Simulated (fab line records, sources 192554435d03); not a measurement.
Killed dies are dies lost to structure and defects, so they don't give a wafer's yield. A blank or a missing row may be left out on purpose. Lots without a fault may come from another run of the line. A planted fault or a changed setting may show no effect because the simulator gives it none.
A struck lot beside a sound one | flow n5_finfet | 36 steps out of a route of 1938
Sound: wafers L500.1, L500.2, L500.3. Struck: wafers L497.1, L497.3, L497.5. The cause comes at the end.
At each step with rows: each side's tool, then ch and its chambers, then its first start. Under that, the readings that differ: sound wafers | struck wafers | difference of the means | sigmas: that difference in standard deviations of wafers without a fault.
alike: readings whose means differ by less than 2 such deviations, and words and numbers that are the same on both sides. not compared: withheld readings, readings that some wafer has no value for, bounds like >300 that may hide the same value, and numbers for which the record gives no deviation and whose values overlap.
The two part at a step that has a row with sigmas, a row that says differs or no value, or rows on one side only. Numbers that don't overlap but have no deviation are shown without sigmas and don't part them. A reading that every wafer of one side lacks parts them only if that side has two wafers or more.

first, 9 steps without rows for these wafers: N5_BEOL_M4_ANNEAL_95 (time 240 s); N5_BEOL_M4_SPUTTER_96 (material Cu, target thk 4.5 nm, time 8.29 s); N5_BEOL_M4_ECD_50 (material Cu, target thk 300 nm); N5_BEOL_M4_ANNEAL_51 (time 90 s); N5_BEOL_M4_CMP_52 (polishes, stops on SiOC, t overpolish 6.8 s, target thk 40 nm); N5_BEOL_M4_PRE_CLEAN_60 (time 15 s); N5_BEOL_M4_CO_CAP_55 (material Co, precursor CCTBA/H2, target thk 2 nm, time 102.1 s); N5_BEOL_M4_PRE_CLEAN_56 (time 15 s); N5_BEOL_M4_DEP_57 (deposits SiCN from 3MS/NH3, target thk 8 nm, time 14 s).
N5_BEOL_M4_RC_MEAS_101:
  sound on prober-02 ch 0, day 13 20:23; struck on prober-01 ch 0, day 13 08:31
  alike: DIBL_N, DIBL_P, IOFF_N, IOFF_P, ION_N, ION_P, SS_N, SS_P, VT_N, VT_P
then, 24 steps without rows for these wafers: N5_BEOL_M5_ILD_DEP_00 (deposits SiCOH lowk from DEMS/porogen, target thk 140.64 nm, time 25.9 s); N5_BEOL_M5_CURE_79 (cures SiCOH lowk, time 240 s); N5_BEOL_M5_PECVD_70 (deposits SiO2 from TEOS/O2, target thk 16 nm, time 18 s); N5_BEOL_M5_HM_DEP_02 (deposits TiN, target thk 20 nm); N5_BEOL_M5_COAT_59 (time 60 s, resist thk 60 nm); N5_BEOL_M5_COAT_60 (time 60 s, resist thk 12 nm); N5_BEOL_M5_COAT_71 (time 60 s, resist thk 5 nm); N5_BEOL_M5_COAT_05 (resist thk 30 nm); N5_BEOL_M5_EBR_07; N5_BEOL_M5_SOFTBAKE_06 (time 60 s); N5_BEOL_M5_EXPOSE_08 (exposes mask M5, target cd 28 nm); N5_BEOL_M5_PEB_09 (peb time 60 s); N5_BEOL_M5_DEVELOP_10 (develop time 30 s); N5_BEOL_M5_DESCUM_16 (chemistry O2, time 7 s); N5_BEOL_M5_ETCH_72 (etches underlayer in N2/H2, target depth 6.5 nm, time 5.2 s); N5_BEOL_M5_ETCH_61 (etches SiARC in CF4, target depth 15.6 nm, time 26 s); N5_BEOL_M5_ETCH_62 (etches SOC in N2/H2, target depth 75 nm, overetch 15 nm, time 112.5 s); N5_BEOL_M5_STRIP_63 (strips in N2/H2); N5_BEOL_M5_STRIP_73 (strips in N2/H2); N5_BEOL_M5_STRIP_64 (strips in CF4); N5_BEOL_M5_HM_OPEN_17 (chemistry Cl2/BCl3, target TiN, target depth 20 nm, overetch 6 nm); N5_BEOL_M5_STRIP_19 (strips in O2); N5_BEOL_M5_COAT_65 (time 60 s, resist thk 60 nm); N5_BEOL_M5_COAT_66 (time 60 s, resist thk 12 nm).
N5_BEOL_M5_DEP_56: deposits SiCN from 3MS/NH3, target thk 8 nm, time 14 s.
  sound on pecvd-03 ch 0,1,2, day 14 08:56; struck on pecvd-03 ch 0,1,2, day 14 01:23
  no value came back on the struck wafers for any of 5 readings (chamber_pressure_Torr (Torr), rf_fwd_power_W (W) and others); on the sound wafers chamber_pressure_Torr (Torr) reads 2.998 3.002 3.010
-- the record jumps here: 4 days lie between the struck wafers' starts before and after (it left off in module BEOL_M5 and takes up again in module PASSIVATION, whose first step shown is number 1936 of the route) --
N5_PASSIVATION_PROBE_49:
  sound on prober-01, day 18 14:10; struck on prober-02, day 18 00:17
  reading                  | sound          | struck         | difference | sigmas
  defect_limited_yield (%) | 93.6 90.9 92.5 | 0 0 0          | -92        | -58
  killed_at_M4_up          | 16 24 18       | 1096 1087 1086 | +1070      | +99 or more
  killed_dies              | 75 107 88      | 1180 1180 1180 | +1090      | +57
  killed_on_rim            | 9 14 16        | 152 152 152    | +139       | +36
  sort_bin_5_function (%)  | 3.7 5.8 4.2    | 96.4 95.8 96.4 | +91.6      | +92
  sort_n_pass              | 1105 1073 1092 | 0 0 0          | -1090      | -50
  sort_yield_pct (%)       | 93.6 90.9 92.5 | 0 0 0          | -92        | -49
  alike: killed_at_M0_to_M3, killed_at_contacts, killed_at_front_end, killed_at_other, killed_open, killed_short, sort_bin_6_memory

WHERE THEY PART
First at N5_BEOL_M5_DEP_56; last, within this record, at N5_PASSIVATION_PROBE_49.

WHY: what the simulator had put in
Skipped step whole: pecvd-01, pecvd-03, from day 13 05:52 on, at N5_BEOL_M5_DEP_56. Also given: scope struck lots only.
